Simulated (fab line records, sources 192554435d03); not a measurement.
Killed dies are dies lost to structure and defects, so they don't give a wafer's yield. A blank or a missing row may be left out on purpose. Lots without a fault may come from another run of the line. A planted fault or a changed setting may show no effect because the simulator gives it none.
Split-lot experiment | flow n5_finfet | 7 lots, 39 wafers read, on a route of 1938 steps

THE SPLIT
At N5_SD_EPI_N_ETCH_16 (etches SiO2 in CHF3/O2, target depth 5 nm), the setting target_depth_a was moved away from the recipe's 50 angstrom on 15 of the 39 wafers read, by -12.9% to +10.4%. The other wafers ran this setting at the recipe's value.

The reading is taken at the split's own step.

THE READING
etch.depth_nm (the simulator's own value, which no gauge read), in nm, at N5_SD_EPI_N_ETCH_16 (etches SiO2 in CHF3/O2, target depth 5 nm). The file gives no usual value for it. The 24 wafers here that ran the recipe average 4.974 nm, standard deviation 0.086 nm.

wafer  | tool, chamber at the split | target_depth_a as run, angstrom | against the recipe | etch.depth_nm, nm | against lot-mates on the recipe
L078.1 | rie_diel-03, 3             | 50                              | recipe             | 5.053             | -
L078.2 | rie_diel-03, 1             | 50                              | recipe             | 4.919             | -
L078.3 | rie_diel-03, 0             | 50                              | recipe             | 5.087             | -
L078.4 | rie_diel-03, 3             | 47.91                           | -4.2%              | 4.88              | -0.140
L078.5 | rie_diel-03, 0             | 47.91                           | -4.2%              | 4.851             | -0.169
L078.6 | rie_diel-03, 1             | 47.91                           | -4.2%              | 4.723             | -0.297
L079.1 | rie_diel-03, 0             | 50                              | recipe             | 4.997             | -
L079.2 | rie_diel-03, 1             | 45.27                           | -9.5%              | 4.394             | -0.589
L079.3 | rie_diel-03, 3             | 45.27                           | -9.5%              | 4.545             | -0.438
L079.4 | rie_diel-03, 3             | 50                              | recipe             | 5.075             | -
L079.5 | rie_diel-03, 0             | 45.27                           | -9.5%              | 4.555             | -0.428
L079.6 | rie_diel-03, 1             | 50                              | recipe             | 4.877             | -
L083.1 | rie_diel-03, 2             | 50                              | recipe             | 5.085             | -
L083.2 | rie_diel-03, 1             | 50                              | recipe             | 4.891             | -
L083.3 | rie_diel-03, 0             | 50                              | recipe             | 5.045             | -
L083.4 | rie_diel-03, 0             | 50                              | recipe             | 5.039             | -
L083.5 | rie_diel-03, 2             | 50                              | recipe             | 5.054             | -
L083.6 | rie_diel-03, 1             | 50                              | recipe             | 4.874             | -
L085.1 | rie_diel-03, 0             | 50                              | recipe             | 5.04              | -
L085.2 | rie_diel-03, 2             | 44.79                           | -10.4%             | 4.53              | -0.445
L085.3 | rie_diel-03, 3             | 44.79                           | -10.4%             | 4.522             | -0.453
L085.4 | rie_diel-03, 1             | 50                              | recipe             | 4.856             | -
L085.5 | rie_diel-03, 3             | 50                              | recipe             | 5.028             | -
L085.6 | rie_diel-03, 0             | 44.79                           | -10.4%             | 4.464             | -0.511
L087.1 | rie_diel-03, 1             | 50                              | recipe             | 4.926             | -
L087.2 | rie_diel-03, 2             | 55.19                           | +10.4%             | 5.558             | +0.557
L087.3 | rie_diel-03, 3             | 55.19                           | +10.4%             | 5.618             | +0.617
L087.4 | rie_diel-03, 0             | 50                              | recipe             | 5.053             | -
L087.5 | rie_diel-03, 0             | 50                              | recipe             | 5.023             | -
L087.6 | rie_diel-03, 1             | 55.19                           | +10.4%             | 5.391             | +0.390
L090.1 | rie_diel-02, 2             | 50                              | recipe             | 5.038             | -
L090.2 | rie_diel-02, 1             | 43.54                           | -12.9%             | 4.228             | -0.710
L090.5 | rie_diel-02, 1             | 43.54                           | -12.9%             | 4.228             | -0.710
L090.3 | rie_diel-02, 3             | 50                              | recipe             | 4.909             | -
L090.4 | rie_diel-02, 0             | 43.54                           | -12.9%             | 4.244             | -0.694
L090.6 | rie_diel-02, 0             | 50                              | recipe             | 4.866             | -
L093.1 | rie_diel-06, 2             | 50                              | recipe             | 4.824             | -
L093.3 | rie_diel-06, 3             | 50                              | recipe             | 4.979             | -
L093.4 | rie_diel-06, 2             | 50                              | recipe             | 4.847             | -

THE FIT
A straight line over all 39 wafers: etch.depth_nm changes by +0.052 nm for each +1% of target_depth_a; r = +0.96; the points scatter about the line by 0.087 nm.
The same after taking each lot's own level away (the mean of its wafers on the recipe; 39 wafers): +0.0507 nm for each +1%; r = +0.97; scatter 0.076 nm.
On that fit, the largest move of target_depth_a shifts the reading by 0.66 nm.
The lots' own levels span 4.8833 to 5.0197 nm, that is 1.6 times the standard deviation above.
So the lot-to-lot level changes the slope little: the two slopes agree.
Check: with one of the wafers moved furthest among these (-12.9%) left out of the fit, the line predicts -0.647 nm for it against its lot-mates. It came out at -0.71 nm against them.

OTHER SPLITS ON THESE WAFERS
These wafers also went through other splits before the reading. Each is held against what the fit with the lots' levels taken away leaves over:
other split on the same wafers  | wafers away from the commonest value | r with etch.depth_nm (lot level and that fit taken away)
N5_DUMMY_GATE_EXPOSE_12 dose_mj | 9                                    | -0.09

THE FILE'S OWN FIT
etch.depth_nm changes by +0.0507 nm for each +1% of target_depth_a, r = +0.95.
